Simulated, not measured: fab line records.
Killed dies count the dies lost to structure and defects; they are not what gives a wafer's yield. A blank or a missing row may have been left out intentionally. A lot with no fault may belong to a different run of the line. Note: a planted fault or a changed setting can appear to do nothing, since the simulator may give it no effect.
Chamber matching || flow nandHarc || NHARC_A_STAIRCASE_CMP_152 on cmp-01 has 4 sister chambers
The step polishes. 16 wafers are shown with their chamber, then 8 later ones without.

WAFERS, EACH WITH ITS CHAMBER
{"wafer": "L075.1", "chamber": 1, "motorCurrentA (A)": 14.0}
{"wafer": "L075.4", "chamber": 2, "motorCurrentA (A)": 12.6}
{"wafer": "L075.5", "chamber": 0, "motorCurrentA (A)": 13.0}
{"wafer": "L077.2", "chamber": 1, "motorCurrentA (A)": 13.8}
{"wafer": "L077.4", "chamber": 0, "motorCurrentA (A)": 13.0}
{"wafer": "L077.6", "chamber": 0, "motorCurrentA (A)": 13.0}
{"wafer": "L078.1", "chamber": 1, "motorCurrentA (A)": 15.1}
{"wafer": "L078.3", "chamber": 3, "motorCurrentA (A)": 11.9}
{"wafer": "L078.5", "chamber": 2, "motorCurrentA (A)": 12.5}
{"wafer": "L082.1", "chamber": 0, "motorCurrentA (A)": 13.2}
{"wafer": "L082.5", "chamber": 3, "motorCurrentA (A)": 12.0}
{"wafer": "L082.6", "chamber": 2, "motorCurrentA (A)": 12.4}
{"wafer": "L091.1", "chamber": 2, "motorCurrentA (A)": 12.6}
{"wafer": "L091.3", "chamber": 0, "motorCurrentA (A)": 12.6}
{"wafer": "L091.5", "chamber": 2, "motorCurrentA (A)": 11.9}
{"wafer": "L092.2", "chamber": 0, "motorCurrentA (A)": 13.5}

SIGNATURES (averages over the wafers above)
{"reading": "motorCurrentA", "chamber 0": 13.050, "chamber 1": 14.300, "chamber 2": 12.400, "chamber 3": 11.950, "scatter within a chamber": 0.383}
Rule: for a wafer and a chamber, the distance is found by dividing, reading by reading, the gap between the wafer's reading and the chamber's mean by the reading's scatter, squaring, summing and taking the root. If the next closest chamber is less than 2 further off than the closest, the wafer can't be placed; otherwise it belongs to the closest. The scatter: take each reading less its chamber's mean, square it, sum over the shown wafers, divide by the number of wafers less the number of chambers, and take the root.

WAFERS WITHOUT THEIR CHAMBER
{"wafer": "L092.5", "motorCurrentA (A)": 13.4}
{"wafer": "L092.6", "motorCurrentA (A)": 11.6}
{"wafer": "L094.3", "motorCurrentA (A)": 13.4}
{"wafer": "L094.4", "motorCurrentA (A)": 11.4}
{"wafer": "L094.6", "motorCurrentA (A)": 12.4}
{"wafer": "L097.1", "motorCurrentA (A)": 14.3}
{"wafer": "L097.4", "motorCurrentA (A)": 11.7}
{"wafer": "L097.5", "motorCurrentA (A)": 13.2}

THE CHAMBER EACH PASSED THROUGH
{"wafer": "L092.5", "from the rows above": "can't be placed: 0 or 1 or 2", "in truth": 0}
{"wafer": "L092.6", "from the rows above": "can't be placed: 3 or 2", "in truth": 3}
{"wafer": "L094.3", "from the rows above": "can't be placed: 0 or 1 or 2", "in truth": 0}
{"wafer": "L094.4", "from the rows above": "can't be placed: 3 or 2", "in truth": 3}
{"wafer": "L094.6", "from the rows above": "can't be placed: 2 or 3 or 0", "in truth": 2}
{"wafer": "L097.1", "from the rows above": 1, "in truth": 1}
{"wafer": "L097.4", "from the rows above": "can't be placed: 3 or 2", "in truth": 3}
{"wafer": "L097.5", "from the rows above": "can't be placed: 0 or 2", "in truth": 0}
Placed correctly: 1 of 8. Cannot be placed on the basis of these rows: 7; the candidates contain the true chamber in 7. Placed wrongly: 0.
